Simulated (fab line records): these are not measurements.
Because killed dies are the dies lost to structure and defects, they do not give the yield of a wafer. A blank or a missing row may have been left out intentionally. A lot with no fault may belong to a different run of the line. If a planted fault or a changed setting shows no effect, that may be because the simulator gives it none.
fab line records	flow nand_harc
record: lots: 24	wafers: 72	last_day: 35
route steps=1302 shown P_START@1 P_ZERO_WELL@46 P_GATE@150 P_CONTACT@247 P_M0@266
lots that met no fault: taken from a fault-free run of the same line
start_h: hours from the record's opening day to when the first of the lot's shown wafers began	wait_h: hours since the lot's step before	" as in the row above	L1.1+2: several wafers, shown together as one row	- either no value or no given start	* or withheld: withheld	< > ~ a bound
route shown NAME@n: names a module that has steps shown in the file, with the first one's number in the route	usual: mean/standard deviation of fault-free wafers	same: alike in all rows	chamber/n: place in a boat	sites: each site's reading	_std_site: the values' standard deviation	_edge_site: mean of outer sites minus mean of inner sites	radius_mm: for every site, how far away it sits from the centre of the wafer	mask NAME#n: copy n	behind: the tool/chamber that last shaped the wafer	hold: the reason the lot was held/the length of the hold in hours/how it ended	device: the n, p or np transistor that did not switch	end of line: tests of these same wafers at the route's end	a step without rows: its recipe alone	killed: not the wafer's yield, but the dies lost to structure and defects at the first sort	map: per-die view of a wafer (x killed, . not killed, _ where there is no die)
set.NAME: setting as actually run; set.NAME@STEP: the setting as run at that earlier step	model.NAME: the simulator's own value behind a step, which no gauge read
steps of the route over a sample of lots; a table a step, a row a wafer
services: from which hour (start_h, from the record's first day; less than 0 if before it) a tool's chamber was out of use, for how many hours, and why
== steps ==
step: NHARC_P_START_INSPECT_01
usual: raw_defect_count: 3.8/1.9
lot.wafer	tool	chamber	start_h	wait_h	raw_defect_count
L074.2	defect_inspect-01	-	20.04	-	10
L074.5	"	-	"	"	0
L074.6	"	-	"	"	1
L075.3	defect_inspect-02	-	30.04	-	6
L075.4	"	-	"	"	3
L075.6	"	-	"	"	6
L076.2	defect_inspect-01	-	40.04	-	4
L076.4	"	-	"	"	3
L076.5	"	-	"	"	5
L077.1	defect_inspect-01	-	50.04	-	1
L077.2	"	-	"	"	5
L077.3	"	-	"	"	2
L078.1	defect_inspect-02	-	60.04	-	0
L078.2	"	-	"	"	4
L078.3	"	-	"	"	2
L079.2	defect_inspect-02	-	70.04	-	3
L079.4	"	-	"	"	1
L079.5	"	-	"	"	2
L080.1	defect_inspect-02	-	80.03	-	2
L080.2	"	-	"	"	2
L080.5	"	-	"	"	3
L081.1	defect_inspect-02	-	90.04	-	5
L081.4	"	-	"	"	1
L081.5	"	-	"	"	7
L082.1	defect_inspect-02	-	100.03	-	3
L082.2	"	-	"	"	3
L082.6	"	-	"	"	1
L083.2	defect_inspect-02	-	110.04	-	4
L083.5	"	-	"	"	4
L083.6	"	-	"	"	6
L084.2	defect_inspect-02	-	120.04	-	4
L084.4	"	-	"	"	4
L084.6	"	-	"	"	6
L085.3	defect_inspect-02	-	130.04	-	6
L085.5	"	-	"	"	3
L085.6	"	-	"	"	3
L086.2	defect_inspect-02	-	140.04	-	2
L086.3	"	-	"	"	6
L086.5	"	-	"	"	6
L087.2	defect_inspect-01	-	150.04	-	4
L087.3	"	-	"	"	2
L087.5	"	-	"	"	2
L088.1	defect_inspect-02	-	160.04	-	6
L088.2	"	-	"	"	2
L088.4	"	-	"	"	0
L089.1	defect_inspect-01	-	170.04	-	3
L089.5	"	-	"	"	4
L089.6	"	-	"	"	5
L090.2	defect_inspect-01	-	180.05	-	5
L090.3	"	-	"	"	5
L090.6	"	-	"	"	2
L091.1	defect_inspect-01	-	190.04	-	6
L091.4	"	-	"	"	4
L091.5	"	-	"	"	6
L092.1	defect_inspect-01	-	200.04	-	2
L092.3	"	-	"	"	3
L092.5	"	-	"	"	4
L093.3	defect_inspect-01	-	210.05	-	6
L093.5	"	-	"	"	2
L093.6	"	-	"	"	6
L094.2	defect_inspect-01	-	220.04	-	3
L094.4	"	-	"	"	4
L094.5	"	-	"	"	8
L095.3	defect_inspect-01	-	230.05	-	6
L095.5	"	-	"	"	5
L095.6	"	-	"	"	2
L096.2	defect_inspect-01	-	240.04	-	0
L096.3	"	-	"	"	0
L096.5	"	-	"	"	4
L097.2	defect_inspect-02	-	250.04	-	4
L097.3	"	-	"	"	4
L097.4	"	-	"	"	4
step: NHARC_P_ZERO_WELL_DESCUM_39
recipe: time_s: 3	o2_flow_sccm: 200	ar_flow_sccm: 0	bias_power_w: 0	chemistry: O2
usual: drypump_motor_current_A: 5.9/0.53	oes_product_au: 1.002/0.01	rf_vpp_V: 57.7/0.89	showerhead_plenum_p_Torr: 1.90/0.065	throttle_valve_pct: 11.311/0.0091
lot.wafer	tool	chamber	start_h	wait_h	drypump_motor_current_A	oes_product_au	rf_hours_counter_h	rf_vpp_V	showerhead_plenum_p_Torr	throttle_valve_pct
L074.2	rie_diel-01	3	24.42	-	6.3	1.003	46	57.5	1.92	11.307
L074.5	"	0	"	"	6.7	0.991	-	57.8	1.83	11.328
L074.6	"	1	"	"	6.1	0.997	-	58.3	1.94	11.318
L075.4	rie_diel-04	3	34.43	-	6.5	0.977	10	58.3	1.80	11.311
L075.3	"	0	"	"	5.5	1.007	9	56.3	1.92	11.301
L075.6	"	2	"	"	5.3	1.007	-	56.3	1.99	11.319
L076.2	rie_diel-05	3	44.43	-	5.2	0.984	67	57.4	2.00	11.328
L076.4	"	0	"	"	6.0	0.998	46	56.0	1.84	11.309
L076.5	"	2	"	"	5.8	1.004	-	58.0	1.82	11.321
L077.2	rie_diel-04	0	54.26	-	5.5	1.009	18	57.4	1.91	11.287
L077.1	"	1	"	"	5.6	1.017	12	58.0	1.90	11.313
L077.3	"	3	"	"	6.6	0.986	19	57.2	1.80	11.306
L078.2	rie_diel-05	0	64.43	-	6.0	0.995	1	57.3	1.84	11.306
L078.3	"	1	"	"	4.9	1.003	0	57.8	1.99	11.326
L078.1	"	2	"	"	5.7	1.006	0	56.6	1.81	11.313
L079.4	rie_diel-01	1	75.12	-	6.0	1.012	14	57.6	1.93	11.316
L079.2	"	3	"	"	6.3	0.996	15	58.1	1.92	11.308
L079.5	"	0	"	"	6.7	1.015	-	57.6	1.83	11.322
L080.1	rie_diel-05	0	84.30	-	6.0	1.004	8	58.0	1.84	11.305
L080.2	"	1	"	"	4.9	1.020	7	58.2	1.99	11.319
L080.5	"	2	"	"	5.7	1.020	-	56.2	1.81	11.316
L081.4	rie_diel-04	0	94.43	-	5.4	1.008	29	59.2	1.91	11.331
L081.1	"	2	"	"	5.2	1.001	23	57.9	1.98	11.300
L081.5	"	0	"	"	5.5	1.023	-	56.8	1.91	11.326
L082.1	rie_diel-04	2	106.70	-	5.2	0.994	30	59.3	1.98	11.324
L082.2	"	0	"	"	5.5	1.007	33	57.0	1.91	11.319
L082.6	"	1	"	"	5.6	1.019	-	58.6	1.89	11.315
L083.2	rie_diel-01	0	114.46	-	6.7	1.006	29	56.9	1.82	11.303
L083.6	"	2	"	"	6.2	1.008	-	57.7	1.91	11.317
L083.5	"	3	"	"	6.3	1.012	-	58.0	1.92	11.308
L084.2	rie_diel-04	0	124.25	-	5.5	1.012	36	57.2	1.91	11.300
L084.6	"	2	"	"	5.2	1.009	-	58.3	1.98	11.309
L084.4	"	3	"	"	6.5	0.987	-	58.6	1.79	11.290
L085.3	rie_diel-05	1	134.16	-	4.9	1.014	21	57.4	1.99	11.329
L085.6	"	3	"	"	5.2	0.988	-	59.7	1.99	11.304
L085.5	"	0	"	"	6.0	0.991	-	57.6	1.84	11.313
L086.2	rie_diel-01	1	144.27	-	6.1	1.016	38	57.7	1.92	11.331
L086.3	"	3	"	"	6.3	1.001	34	58.7	1.91	11.315
L086.5	"	0	"	"	6.7	1.009	-	57.5	1.82	11.312
L087.2	rie_diel-01	1	154.68	-	6.1	1.013	40	58.4	1.92	11.323
L087.3	"	2	"	"	6.2	1.011	33	59.2	1.90	11.323
L087.5	"	0	"	"	6.7	1.020	-	58.0	1.82	11.326
L088.1	rie_diel-04	0	164.31	-	5.5	0.996	53	58.5	1.90	11.308
L088.2	"	2	"	"	5.2	1.004	49	57.4	1.97	11.321
L088.4	"	0	"	"	5.5	0.998	-	57.6	1.90	11.312
L089.1	rie_diel-01	3	174.20	-	6.3	0.997	43	59.4	1.91	11.312
L089.6	"	2	"	"	6.1	1.009	-	59.4	1.90	11.310
L089.5	"	3	"	"	6.3	1.007	-	58.3	1.91	11.310
L090.2	rie_diel-05	0	184.59	-	6.0	0.990	40	56.3	1.83	11.303
L090.3	"	1	"	"	4.9	1.004	35	58.7	1.98	11.304
L090.6	"	3	"	"	5.3	0.998	-	57.8	1.99	11.318
L091.1	rie_diel-01	3	194.35	-	6.3	0.999	50	57.6	1.91	11.320
L091.4	"	0	"	"	6.7	1.002	58	55.5	1.81	11.309
L091.5	"	2	"	"	6.2	0.996	-	58.1	1.90	11.311
L092.1	rie_diel-04	2	206.26	-	5.2	1.009	8	55.5	1.97	11.302
L092.3	"	0	"	"	5.5	0.990	6	58.6	1.90	11.300
L092.5	"	2	"	"	5.2	0.986	-	58.3	1.97	11.314
L093.3	rie_diel-01	0	214.44	-	6.7	0.984	0	55.8	1.81	11.312
L093.6	"	0	"	"	6.7	0.979	-	57.6	1.81	11.316
L093.5	"	1	"	"	6.1	0.999	-	58.2	1.92	11.316
L094.4	rie_diel-05	3	224.18	-	5.2	1.005	50	58.6	1.99	11.315
L094.2	"	1	"	"	4.9	1.007	49	56.6	1.98	11.322
L094.5	"	2	"	"	5.7	0.998	-	57.1	1.80	11.315
L095.3	rie_diel-01	1	234.50	-	6.1	0.991	7	57.8	1.91	11.313
L095.6	"	0	"	"	6.7	0.977	-	57.7	1.81	11.301
L095.5	"	1	"	"	6.1	0.987	-	58.8	1.91	11.315
L096.2	rie_diel-05	3	244.11	-	5.3	0.995	2	58.5	1.98	11.302
L096.3	"	1	"	"	4.9	1.011	1	58.7	1.98	11.300
L096.5	"	2	"	"	5.7	0.996	-	56.4	1.80	11.300
L097.4	rie_diel-04	1	256.64	-	5.6	1.008	27	57.1	1.88	11.309
L097.3	"	2	"	"	5.2	0.999	27	58.5	1.96	11.305
L097.2	"	0	"	"	5.4	0.998	21	60.2	1.89	11.307
step: NHARC_P_GATE_STRIP_108
recipe: o2_flow_sccm: 500	ar_flow_sccm: 0	bias_w: 0	chemistry: O2
usual: drypump_motor_current_A: 5.8/0.34	oes_product_au: 0.999/0.0098	rf_vpp_V: 57.8/1	showerhead_plenum_p_Torr: 3.52/0.16	throttle_valve_pct: 17.036/0.0088
lot.wafer	tool	chamber	start_h	wait_h	drypump_motor_current_A	oes_product_au	rf_hours_counter_h	rf_vpp_V	showerhead_plenum_p_Torr	throttle_valve_pct
L074.2	rie_diel-03	2	98.65	-	5.5	1.004	6	57.8	3.42	17.045
L074.6	"	2	"	"	5.6	1.008	-	57.6	3.42	17.033
L074.5	"	0	"	"	5.3	0.997	-	57.7	3.30	17.027
L075.3	rie_diel-10	2	105.66	-	5.7	1.009	1	58.1	3.32	17.021
L075.4	"	3	"	"	6.0	1.001	2	60.7	3.71	17.041
L075.6	"	0	"	"	6.4	1.007	-	58.5	3.65	17.046
L076.4	rie_diel-06	1	114.90	-	5.5	1.004	11	59.8	3.70	17.035
L076.2	"	2	"	"	5.9	0.975	11	57.1	3.50	17.043
L076.5	"	1	"	"	5.5	1.004	-	58.7	3.70	17.022
L077.2	rie_diel-10	1	128.75	-	6.0	1.008	4	57.1	3.44	17.018
L077.3	"	2	"	"	5.7	0.999	3	57.8	3.31	17.041
L077.1	"	3	"	"	5.9	0.992	3	59.2	3.71	17.046
L078.2	rie_diel-10	2	135.93	-	5.7	1.006	3	56.4	3.31	17.037
L078.1	"	3	"	"	6.0	0.999	4	58.8	3.71	17.029
L078.3	"	1	"	"	6.0	1.016	4	58.1	3.44	17.029
L079.2	rie_diel-06	0	150.97	-	5.2	0.990	1	58.8	3.66	17.031
L079.4	"	1	"	"	5.5	0.991	1	57.2	3.70	17.033
L079.5	"	2	"	"	5.9	0.986	-	58.9	3.50	17.047
L080.1	rie_diel-10	3	158.59	-	5.9	0.997	5	58.8	3.71	17.048
L080.2	"	0	"	"	6.4	1.000	5	57.4	3.65	17.036
L080.5	"	0	"	"	6.4	1.001	-	58.2	3.65	17.038
L081.4	rie_diel-03	0	164.77	-	5.3	0.987	3	56.2	3.30	17.038
L081.1	"	1	"	"	6.1	1.003	4	57.3	3.67	17.035
L081.5	"	2	"	"	5.5	1.011	-	57.7	3.42	17.044
L082.2	rie_diel-03	1	188.67	-	6.1	0.989	4	59.1	3.67	17.026
L082.1	"	2	"	"	5.6	1.007	4	58.5	3.42	17.035
L082.6	"	1	"	"	6.1	0.976	-	57.7	3.67	17.042
L083.2	rie_diel-03	3	192.46	-	5.8	0.999	4	58.5	3.31	17.037
L083.5	"	1	"	"	6.1	1.001	-	57.8	3.66	17.038
L083.6	"	2	"	"	5.6	1.019	-	57.5	3.42	17.052
L084.2	rie_diel-06	2	200.79	-	5.9	0.987	3	58.6	3.50	17.033
L084.4	"	3	"	"	5.4	0.997	4	58.4	3.64	17.032
L084.6	"	3	"	"	5.3	0.995	-	57.1	3.64	17.046
L085.3	rie_diel-10	0	205.15	-	6.5	0.997	6	58.1	3.65	17.038
L085.5	"	1	"	"	6.0	1.010	-	58.2	3.43	17.025
L085.6	"	2	"	"	5.7	0.995	-	56.3	3.31	17.021
L086.2	rie_diel-10	0	214.17	-	6.4	0.989	7	58.4	3.65	17.046
L086.3	"	1	"	"	6.0	1.001	7	58.7	3.43	17.026
L086.5	"	0	"	"	6.4	0.997	-	58.2	3.65	17.039
L087.3	rie_diel-10	3	241.35	-	5.9	1.003	10	58.9	3.71	17.033
L087.2	"	0	"	"	6.4	1.001	9	55.6	3.65	17.022
L087.5	"	2	"	"	5.7	1.006	-	57.9	3.31	17.026
L089.1	rie_diel-10	0	241.96	-	6.4	1.004	9	58.1	3.65	17.033
L089.5	"	3	"	"	5.9	1.003	-	58.0	3.71	17.030
L089.6	"	0	"	"	6.4	1.007	-	58.7	3.65	17.038
L088.1	rie_diel-10	1	242.29	-	6.0	1.003	8	57.3	3.43	17.042
L088.4	"	2	"	"	5.7	0.999	9	57.0	3.31	17.043
L088.2	"	3	"	"	5.9	0.997	10	58.9	3.71	17.029
L090.3	rie_diel-10	2	258.64	-	5.7	1.002	0	57.3	3.31	17.042
L090.2	"	0	"	"	6.4	1.006	0	56.3	3.65	17.037
L090.6	"	2	"	"	5.7	0.993	-	59.1	3.31	17.024
L091.1	rie_diel-03	0	267.47	-	5.3	0.980	7	57.8	3.30	17.032
L091.4	"	1	"	"	6.1	0.996	8	58.6	3.66	17.049
L091.5	"	3	"	"	5.8	1.000	-	56.2	3.31	17.042
L092.1	rie_diel-06	3	287.07	-	5.3	0.990	10	56.4	3.64	17.020
L092.3	"	2	"	"	6.0	0.990	9	57.3	3.50	17.033
L092.5	"	0	"	"	5.3	1.008	-	57.9	3.66	17.031
L093.3	rie_diel-06	0	290.60	-	5.3	1.002	9	57.6	3.66	17.038
L093.5	"	2	"	"	5.9	0.984	-	57.2	3.50	17.033
L093.6	"	3	"	"	5.3	0.999	-	58.9	3.64	17.035
L094.2	rie_diel-10	2	296.59	-	5.7	1.003	3	57.7	3.31	17.031
L094.5	"	3	"	"	5.9	1.007	-	58.5	3.70	17.027
L094.4	"	2	"	"	5.7	0.992	-	57.2	3.31	17.033
L095.3	rie_diel-10	3	313.58	-	5.9	1.012	4	57.8	3.70	17.052
L095.6	"	0	"	"	6.4	0.994	-	58.2	3.65	17.044
L095.5	"	1	"	"	6.0	1.009	-	56.4	3.43	17.040
L096.2	rie_diel-03	0	313.81	-	5.3	1.008	1	57.6	3.30	17.018
L096.3	"	3	"	"	5.8	0.988	1	57.6	3.31	17.038
L096.5	"	1	"	"	6.1	0.994	-	58.0	3.66	17.032
L097.3	rie_diel-03	1	329.94	-	6.1	0.995	2	57.7	3.66	17.041
L097.4	"	2	"	"	5.5	1.014	1	57.1	3.42	17.045
L097.2	"	0	"	"	5.3	1.006	2	56.3	3.30	17.042
step: NHARC_P_GATE_STRIP_112
recipe: power_w: 1500	temp_c: 110	time_s: 200	chemistry: N2/H2
usual: drypump_motor_current_A: 5.5/0.52	heater_power_w: 93/3.9
lot.wafer	tool	chamber	start_h	wait_h	drypump_motor_current_A	heater_power_w	rf_hours_counter_h
L074.2	plasma_asher-01	0	112.14	0.2	5.7	92	24
L074.6	"	0	"	"	5.7	90	-
L074.5	"	1	"	"	6.2	94	-
L075.3	plasma_asher-01	0	119.09	0.2	5.7	93	-
L075.4	"	1	"	"	6.2	94	-
L075.6	"	0	"	"	5.7	92	-
L076.2	plasma_asher-02	0	128.35	0.2	4.8	91	8
L076.4	"	0	"	"	4.8	95	-
L076.5	"	1	"	"	5.2	88	-
L077.1	plasma_asher-01	0	141.90	0.2	5.7	90	30
L077.2	"	1	"	"	6.2	95	30
L077.3	"	0	"	"	5.7	91	-
L078.1	plasma_asher-02	1	149.64	0.2	5.2	86	12
L078.2	"	0	"	"	4.8	95	12
L078.3	"	0	"	"	4.8	95	-
L079.2	plasma_asher-02	1	164.49	0.2	5.2	87	15
L079.4	"	0	"	"	4.8	98	-
L079.5	"	0	"	"	4.8	96	-
L080.2	plasma_asher-02	1	174.04	0.3	5.2	86	19
L080.1	"	0	"	"	4.8	92	19
L080.5	"	1	"	"	5.2	87	-
L081.1	plasma_asher-02	1	178.34	0.2	5.2	89	20
L081.4	"	1	"	"	5.2	88	-
L081.5	"	0	"	"	4.8	93	-
L082.2	plasma_asher-02	0	201.99	0.2	4.8	97	24
L082.1	"	1	"	"	5.2	86	24
L082.6	"	0	"	"	4.8	93	-
L083.2	plasma_asher-01	1	205.80	0.2	6.1	98	6
L083.5	"	1	"	"	6.2	97	-
L083.6	"	0	"	"	5.7	88	-
L084.2	plasma_asher-01	1	214.30	0.2	6.2	98	7
L084.4	"	1	"	"	6.2	96	-
L084.6	"	1	"	"	6.2	97	-
L085.3	plasma_asher-01	0	218.69	0.2	5.7	88	-
L085.5	"	0	"	"	5.7	89	-
L085.6	"	1	"	"	6.2	100	-
L086.2	plasma_asher-01	1	227.87	0.2	6.2	98	11
L086.3	"	1	"	"	6.2	98	-
L086.5	"	1	"	"	6.2	96	-
L087.2	plasma_asher-01	0	254.74	0.2	5.7	88	17
L087.3	"	1	"	"	6.1	99	-
L087.5	"	1	"	"	6.2	96	-
L089.1	plasma_asher-01	0	255.39	0.2	5.7	90	18
L089.5	"	1	"	"	6.2	97	-
L089.6	"	0	"	"	5.7	90	-
L088.2	plasma_asher-01	1	257.36	1.8	6.1	96	18
L088.1	"	0	"	"	5.7	90	18
L088.4	"	1	"	"	6.2	97	-
L090.2	plasma_asher-01	0	272.05	0.2	5.7	91	21
L090.3	"	0	"	"	5.7	88	-
L090.6	"	0	"	"	5.7	89	-
L091.1	plasma_asher-01	0	280.89	0.2	5.7	91	23
L091.4	"	1	"	"	6.2	98	-
L091.5	"	1	"	"	6.2	96	-
L092.1	plasma_asher-01	1	300.51	0.2	6.1	98	26
L092.3	"	1	"	"	6.2	99	-
L092.5	"	0	"	"	5.7	91	-
L093.3	plasma_asher-02	0	304.11	0.2	4.8	93	-
L093.6	"	0	"	"	4.8	96	-
L093.5	"	1	"	"	5.2	95	-
L094.2	plasma_asher-02	1	310.05	0.2	5.2	94	11
L094.4	"	0	"	"	4.8	94	-
L094.5	"	0	"	"	4.8	93	-
L095.3	plasma_asher-02	1	326.97	0.2	5.1	92	-
L095.6	"	1	"	"	5.2	93	-
L095.5	"	0	"	"	4.8	92	-
L096.2	plasma_asher-01	1	327.25	0.2	6.1	98	32
L096.3	"	0	"	"	5.7	88	-
L096.5	"	0	"	"	5.7	89	-
L097.2	plasma_asher-02	0	343.22	0.2	4.8	94	18
L097.3	"	1	"	"	5.2	93	-
L097.4	"	0	"	"	4.8	96	-
step: NHARC_P_CONTACT_ALD_22
recipe: target_thk_a: 30	pulse_time_s: 1	ald_cycles: 150	temp_c: 450	material: TiN
usual: heater_power_w: 1049/75	precursor_pulse_height_rel: 1.000/0.02
lot.wafer	tool	chamber	start_h	wait_h	heater_power_w	precursor_pulse_height_rel
L074.2	ald_metal-02	0	120.02	-	875	0.977
L074.5	"	2	"	"	963	0.997
L074.6	"	3	"	"	1030	0.999
L075.3	ald_metal-02	1	127.06	-	1032	1.002
L075.4	"	2	"	"	960	0.990
L075.6	"	1	"	"	1046	0.986
L076.4	ald_metal-04	2	136.30	-	1051	1.018
L076.2	"	1	"	"	1035	1.019
L076.5	"	3	"	"	1145	1.008
L077.2	ald_metal-04	0	149.74	-	1021	1.005
L077.1	"	1	"	"	1049	1.002
L077.3	"	3	"	"	1129	1.000
L078.1	ald_metal-01	2	157.52	-	1084	1.026
L078.2	"	3	"	"	980	1.005
L078.3	"	2	"	"	1070	1.004
L079.4	ald_metal-02	1	172.47	-	1055	1.008
L079.2	"	3	"	"	1069	0.973
L079.5	"	1	"	"	1055	1.007
L080.2	ald_metal-01	2	181.85	-	1070	1.006
L080.1	"	1	"	"	1125	0.986
L080.5	"	3	"	"	962	0.998
L081.1	ald_metal-04	1	186.35	-	1067	0.955
L081.5	"	2	"	"	1064	1.022
L081.4	"	3	"	"	1159	1.014
L082.2	ald_metal-01	1	209.78	-	1123	0.992
L082.1	"	2	"	"	1102	0.946
L082.6	"	0	"	"	1053	1.001
L083.2	ald_metal-01	2	213.68	-	1084	1.033
L083.5	"	2	"	"	1112	0.980
L083.6	"	3	"	"	979	1.010
L084.2	ald_metal-02	0	222.37	-	873	0.975
L084.4	"	1	"	"	1052	1.008
L084.6	"	1	"	"	1063	0.986
L085.3	ald_metal-04	1	226.69	-	1068	0.971
L085.6	"	1	"	"	1058	1.024
L085.5	"	2	"	"	1048	0.969
L086.2	ald_metal-04	2	235.50	-	1034	0.983
L086.3	"	3	"	"	1146	0.983
L086.5	"	3	"	"	1189	1.005
L087.3	ald_metal-04	0	263.92	-	1040	0.999
L087.2	"	2	"	"	1050	0.996
L087.5	"	0	"	"	1034	1.011
L089.1	ald_metal-02	2	264.18	-	884	1.034
L089.6	"	1	"	"	1034	0.991
L089.5	"	2	"	"	911	0.966
L088.2	ald_metal-01	1	265.12	-	1138	0.971
L088.1	"	3	"	"	952	0.978
L088.4	"	0	"	"	1081	0.999
L090.3	ald_metal-04	0	279.87	-	1048	0.988
L090.2	"	1	"	"	1056	1.038
L090.6	"	3	"	"	1152	1.003
L091.1	ald_metal-04	2	288.66	-	1073	0.958
L091.4	"	3	"	"	1164	1.007
L091.5	"	1	"	"	1068	1.036
L092.3	ald_metal-04	0	308.27	-	1052	0.985
L092.1	"	2	"	"	1112	1.012
L092.5	"	0	"	"	1010	0.996
L093.3	ald_metal-01	1	311.96	-	1168	1.020
L093.6	"	2	"	"	1074	1.019
L093.5	"	3	"	"	991	0.989
L094.2	ald_metal-01	1	317.88	-	1158	1.009
L094.4	"	2	"	"	1126	1.048
L094.5	"	1	"	"	1131	0.963
L095.3	ald_metal-04	2	335.22	-	1125	1.004
L095.6	"	0	"	"	1010	1.004
L095.5	"	1	"	"	1081	1.000
L096.2	ald_metal-02	2	335.36	-	903	0.999
L096.3	"	1	"	"	1053	1.024
L096.5	"	3	"	"	1010	0.989
L097.4	ald_metal-04	2	351.06	-	1126	0.997
L097.2	"	3	"	"	1187	0.989
L097.3	"	0	"	"	1048	0.979
step: NHARC_P_M0_DESCUM_14
recipe: time_s: 3	o2_flow_sccm: 200	ar_flow_sccm: 0	bias_power_w: 0	chemistry: O2
usual: drypump_motor_current_A: 5.5/0.52	oes_product_au: 1.000/0.0088	rf_vpp_V: 57.5/0.89	showerhead_plenum_p_Torr: 1.85/0.071	throttle_valve_pct: 11.311/0.0094
lot.wafer	tool	chamber	start_h	wait_h	drypump_motor_current_A	oes_product_au	rf_hours_counter_h	rf_vpp_V	showerhead_plenum_p_Torr	throttle_valve_pct
L074.2	rie_diel-04	3	122.76	0.1	6.5	0.982	39	56.1	1.79	11.301
L074.6	"	2	"	"	5.2	1.001	-	56.3	1.98	11.335
L074.5	"	0	"	"	5.5	1.021	-	57.5	1.91	11.322
L075.4	rie_diel-09	1	129.42	0.1	6.0	0.990	24	56.7	1.80	11.308
L075.3	"	2	"	"	4.7	1.011	27	57.1	1.82	11.305
L075.6	"	3	"	"	5.6	0.986	-	55.3	1.78	11.313
L076.4	rie_diel-05	0	138.53	0.1	6.0	0.997	26	58.0	1.84	11.312
L076.2	"	3	"	"	5.3	1.000	23	58.0	1.99	11.319
L076.5	"	1	"	"	4.9	1.015	-	58.3	1.99	11.305
L077.2	rie_diel-09	3	152.10	0.1	5.5	0.996	0	57.7	1.78	11.310
L077.1	"	0	"	"	5.2	1.002	0	58.2	1.89	11.322
L077.3	"	1	"	"	6.0	1.000	0	58.0	1.80	11.307
L078.3	rie_diel-09	2	159.99	0.1	4.7	0.993	0	57.7	1.82	11.304
L078.2	"	0	"	"	5.2	0.990	0	56.6	1.89	11.311
L078.1	"	1	"	"	6.0	1.002	0	56.7	1.80	11.307
L079.4	rie_diel-09	2	174.86	0.1	4.7	1.003	4	56.9	1.82	11.308
L079.2	"	3	"	"	5.6	1.010	1	58.2	1.77	11.301
L079.5	"	1	"	"	6.0	0.999	-	58.2	1.79	11.321
L080.2	rie_diel-05	0	184.51	0.3	6.0	0.984	40	57.7	1.83	11.303
L080.1	"	2	"	"	5.8	0.997	38	57.3	1.80	11.306
L080.5	"	0	"	"	6.0	0.990	-	56.7	1.83	11.306
L081.1	rie_diel-04	2	188.76	0.1	5.3	1.007	0	58.6	1.97	11.317
L081.4	"	1	"	"	5.6	1.012	0	57.9	1.89	11.294
L081.5	"	3	"	"	6.6	1.007	-	57.6	1.79	11.300
L082.2	rie_diel-09	3	212.12	0.1	5.6	0.993	9	56.6	1.77	11.313
L082.1	"	0	"	"	5.2	0.993	12	57.0	1.88	11.315
L082.6	"	2	"	"	4.7	0.993	-	57.2	1.81	11.321
L083.2	rie_diel-05	3	216.17	0.1	5.2	1.003	48	57.7	1.99	11.302
L083.5	"	0	"	"	6.0	1.000	-	56.5	1.83	11.302
L083.6	"	1	"	"	4.9	1.017	-	59.0	1.98	11.303
L084.4	rie_diel-05	2	224.61	0.1	5.7	0.998	51	57.2	1.80	11.308
L084.2	"	0	"	"	6.0	0.998	53	55.9	1.83	11.320
L084.6	"	1	"	"	4.9	1.010	-	60.0	1.98	11.299
L085.3	rie_diel-09	3	229.08	0.1	5.6	0.998	11	56.7	1.77	11.323
L085.5	"	2	"	"	4.7	0.985	-	56.9	1.81	11.323
L085.6	"	3	"	"	5.6	0.982	-	58.3	1.77	11.313
L086.2	rie_diel-09	0	237.90	0.1	5.2	1.009	16	57.5	1.88	11.308
L086.3	"	2	"	"	4.7	1.001	15	58.0	1.81	11.315
L086.5	"	0	"	"	5.2	1.016	-	58.5	1.88	11.309
L087.2	rie_diel-05	0	266.25	0.1	6.0	1.003	8	58.3	1.82	11.296
L087.3	"	3	"	"	5.2	0.994	9	59.7	1.98	11.304
L087.5	"	0	"	"	6.0	0.993	-	57.3	1.82	11.304
L089.1	rie_diel-09	2	266.49	0.1	4.7	1.004	22	57.6	1.81	11.303
L089.6	"	2	"	"	4.7	1.008	-	57.1	1.81	11.304
L089.5	"	0	"	"	5.2	1.003	-	57.1	1.88	11.308
L088.1	rie_diel-04	3	267.36	0.1	6.5	1.003	24	57.5	1.78	11.302
L088.4	"	0	"	"	5.5	0.995	24	57.6	1.89	11.302
L088.2	"	1	"	"	5.6	1.016	30	57.2	1.88	11.322
L090.3	rie_diel-09	1	282.04	0.1	6.0	0.990	24	57.3	1.79	11.308
L090.2	"	2	"	"	4.7	0.991	24	56.3	1.81	11.309
L090.6	"	1	"	"	6.0	0.993	-	55.7	1.79	11.308
L091.4	rie_diel-04	1	290.96	0.1	5.6	1.001	40	58.4	1.87	11.324
L091.1	"	3	"	"	6.6	1.003	33	56.9	1.78	11.316
L091.5	"	2	"	"	5.2	1.005	-	57.2	1.96	11.303
L092.3	rie_diel-09	2	310.61	0.1	4.7	0.995	29	55.7	1.81	11.299
L092.1	"	0	"	"	5.2	0.994	27	58.2	1.88	11.307
L092.5	"	1	"	"	6.1	1.002	-	57.1	1.79	11.294
L093.3	rie_diel-04	1	314.13	0.1	5.6	0.999	47	59.1	1.87	11.316
L093.6	"	0	"	"	5.5	0.999	-	57.9	1.89	11.322
L093.5	"	1	"	"	5.6	1.006	-	58.4	1.87	11.307
L094.4	rie_diel-04	2	320.21	0.1	5.2	1.006	47	56.9	1.96	11.320
L094.2	"	1	"	"	5.6	1.017	48	57.2	1.87	11.322
L094.5	"	3	"	"	6.6	0.993	-	57.7	1.78	11.310
L095.3	rie_diel-09	3	337.67	0.1	5.6	1.003	1	56.7	1.77	11.317
L095.6	"	2	"	"	4.7	1.000	-	58.5	1.81	11.325
L095.5	"	3	"	"	5.5	1.008	-	58.1	1.77	11.313
L096.3	rie_diel-04	0	337.81	0.1	5.4	0.983	47	57.2	1.88	11.317
L096.2	"	1	"	"	5.6	1.015	52	58.1	1.87	11.322
L096.5	"	1	"	"	5.6	1.011	-	56.7	1.87	11.303
L097.4	rie_diel-04	3	353.46	0.1	6.6	1.004	58	56.6	1.77	11.298
L097.2	"	0	"	"	5.5	1.003	54	57.1	1.88	11.331
L097.3	"	2	"	"	5.2	1.013	63	58.2	1.95	11.309
== services ==
tool	chamber	start_h	hours	kind
rie_diel-04	-	2.38	9.0	pm
rie_diel-10	0	4.09	4.4	repair
rie_diel-10	3	18.06	3.2	repair
rie_diel-04	1	27.72	5.4	repair
rie_diel-05	-	52.69	9.0	pm
rie_diel-04	2	54.21	8.5	repair
rie_diel-10	-	65.52	9.0	pm
plasma_asher-01	-	74.17	2.8	repair
rie_diel-10	3	108.30	13.7	repair
rie_diel-04	1	121.53	6.0	repair
rie_diel-05	1	123.19	4.1	repair
rie_diel-10	0	123.74	16.0	repair
rie_diel-10	3	143.60	7.4	repair
rie_diel-04	3	155.09	15.0	repair
plasma_asher-01	-	165.53	9.0	pm
rie_diel-10	1	167.77	4.6	repair
rie_diel-04	3	177.06	9.2	repair
rie_diel-04	-	179.38	9.0	pm
rie_diel-05	2	179.65	3.3	repair
rie_diel-05	3	189.40	6.6	repair
plasma_asher-01	-	220.77	3.8	repair
rie_diel-10	1	229.23	3.6	repair
plasma_asher-01	-	291.09	1.2	repair
plasma_asher-01	-	342.73	9.0	pm
== key ==
fault none
